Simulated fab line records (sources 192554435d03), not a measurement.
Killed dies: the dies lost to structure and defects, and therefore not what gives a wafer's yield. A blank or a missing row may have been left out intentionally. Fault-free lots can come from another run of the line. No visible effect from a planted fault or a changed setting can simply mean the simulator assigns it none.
Chamber matching || flow n5-finfet || rie-si-06 running N5_FIN_CUT_CUT_ETCH_15: 4 sister chambers
The step etches Si in HBr/Cl2/O2, target depth 100 nm, bt time 10 s, time 42.4 s. 4 wafers are shown with their chamber, then 7 later ones without.

## WAFERS PAIRED WITH THEIR CHAMBERS
{"wafer": "L078.5", "chamber": 2, "throttle-valve-pct (%)": 36.8}
{"wafer": "L083.6", "chamber": 0, "throttle-valve-pct (%)": 37.3}
{"wafer": "L086.1", "chamber": 1, "throttle-valve-pct (%)": 37.8}
{"wafer": "L086.2", "chamber": 3, "throttle-valve-pct (%)": 37.8}

## WAFERS WITHOUT THEIR CHAMBER
{"wafer": "L086.5", "throttle-valve-pct (%)": 37.8}
{"wafer": "L091.1", "throttle-valve-pct (%)": 37.8}
{"wafer": "L091.3", "throttle-valve-pct (%)": 37.8}
{"wafer": "L091.4", "throttle-valve-pct (%)": 36.8}
{"wafer": "L096.2", "throttle-valve-pct (%)": 36.8}
{"wafer": "L096.3", "throttle-valve-pct (%)": 37.4}
{"wafer": "L096.4", "throttle-valve-pct (%)": 37.8}

## CHAMBER TAKEN BY EACH
{"wafer": "L086.5", "from the rows above": "can't be placed: 1 or 3", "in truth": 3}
{"wafer": "L091.1", "from the rows above": "can't be placed: 1 or 3", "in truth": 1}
{"wafer": "L091.3", "from the rows above": "can't be placed: 1 or 3", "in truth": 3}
{"wafer": "L091.4", "from the rows above": 2, "in truth": 2}
{"wafer": "L096.2", "from the rows above": 2, "in truth": 2}
{"wafer": "L096.3", "from the rows above": 0, "in truth": 0}
{"wafer": "L096.4", "from the rows above": "can't be placed: 1 or 3", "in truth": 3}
Correctly placed: 3 of 7. Not placeable from these rows: 4 (in 4, the candidates include the true chamber). Placed wrongly: 0.
How it was worked out, from the rows above alone: a wafer's distance from a chamber is the root of the sum, over the readings, of the square of ((its reading less the chamber's mean) divided by the reading's scatter). The wafer belongs to the nearest chamber; if the next one is less than 2 further off, it can't be placed. A chamber's mean is the mean of its shown wafers. The scatter (one wafer shown for each chamber): square how far every hidden wafer sits from the nearest shown wafer, average those squares and take the square root.
